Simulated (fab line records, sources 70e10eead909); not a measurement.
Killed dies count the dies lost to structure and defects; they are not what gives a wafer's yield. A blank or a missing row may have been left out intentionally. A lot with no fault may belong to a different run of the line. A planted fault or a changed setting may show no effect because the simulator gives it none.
Problem report, 8D (eight disciplines) form, completed by code || flow nand_harc || the parts of the form that need people (team, actions taken, sign-off) are left out

== 1. THE ISSUE ==
At NHARC_END_SORT_01, defect_limited_yield averages 0.0 % over 3 wafers from 3 lots, while fault-free wafers read 90.8 %, standard deviation 2.2. That is -41 standard deviations from the usual mean.
The first sign was on wafer L407.2 at day 27 23:59, on prober-01. The record has a number at this step for 12 wafers belonging to 4 lots. Rule for "out", or "out of limits": more than 4 standard deviations from the usual mean. All remaining wafers that have a number are taken as sound.

== 2. WHAT THIS IS AND IS NOT ==
{"question": "which readings at this step", "is": "defect_limited_yield, killed_at_array, killed_dies", "is not": "killed_open, killed_short"}
{"question": "which lots", "is": "L404, L406, L407", "is not": "L402"}
{"question": "which wafers of those lots", "is": "L404.2, L406.2, L407.2", "is not": "L404.4, L404.6, L406.1, L406.4, L407.3, L407.4"}
{"question": "read on which gauges", "is": "prober-01, prober-02", "is not": "-"}
{"question": "when", "is": "from day 27 23:59", "is not": "up to then (3 sound wafers); but 6 sound wafers of L404, L406, L407 came after"}

== 3. WHAT RULES OUT EACH SUSPECT ==
Counting: any tool at a process step up to the reading remains a suspect provided it ran every lot that is out. Sound lots after the first of them don't rule it out here, since some wafers of a struck lot are sound.
- the gauge at NHARC_END_SORT_01 has been ruled out. Those wafers that are out were read across 2 gauges (prober-01, prober-02).
- ecd_cu-02 at NHARC_A_BONDPAD_ECD_18 (material Cu, target thk 400 nm): kept. It ran every lot that is out, first L407 (day 26 18:17).
Remaining after the count: ecd_cu-02 at NHARC_A_BONDPAD_ECD_18.

== 4. THE CAUSE (what the simulator had put in) ==
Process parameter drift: ecd_cu-02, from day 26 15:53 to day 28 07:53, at NHARC_A_BONDPAD_ECD_18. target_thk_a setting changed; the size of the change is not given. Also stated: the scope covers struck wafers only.
Only this tool survived the counting.

== 5. THE EFFECT CHAIN, in route order ==
One row per reading whose mean, taken over the struck wafers that have a number, lies over 3 standard deviations from the usual. Only readings for which the record gives a usual standard deviation are gone through. hours: the time from each lot's start at the first step in this table that gives one to its start at this step, as a median over the lots. sigmas: the change in usual standard deviations.
{"hours": 0, "step": "NHARC_END_SORT_01", "reading": "defect_limited_yield", "usual": "90.8 %", "on struck wafers": 0.0, "change": -90.8, "sigmas": -41}
{"hours": 0, "step": "NHARC_END_SORT_01", "reading": "killed_at_array", "usual": 58, "on struck wafers": 668, "change": "+610", "sigmas": "+41"}
{"hours": 0, "step": "NHARC_END_SORT_01", "reading": "killed_dies", "usual": 62, "on struck wafers": 677, "change": "+615", "sigmas": "+41"}

== 6. HOW IT WOULD HAVE BEEN CAUGHT EARLIER ==
The first out-of-limits reading at a measuring or inspecting step in this record came at day 27 23:59, 32 hours after the fault's start at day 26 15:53.
Each of the lots that are out, 3 in all, had begun NHARC_A_BONDPAD_ECD_18 on ecd_cu-02 no later than day 27 23:59. Holding the tool at that point would not have protected any of them.
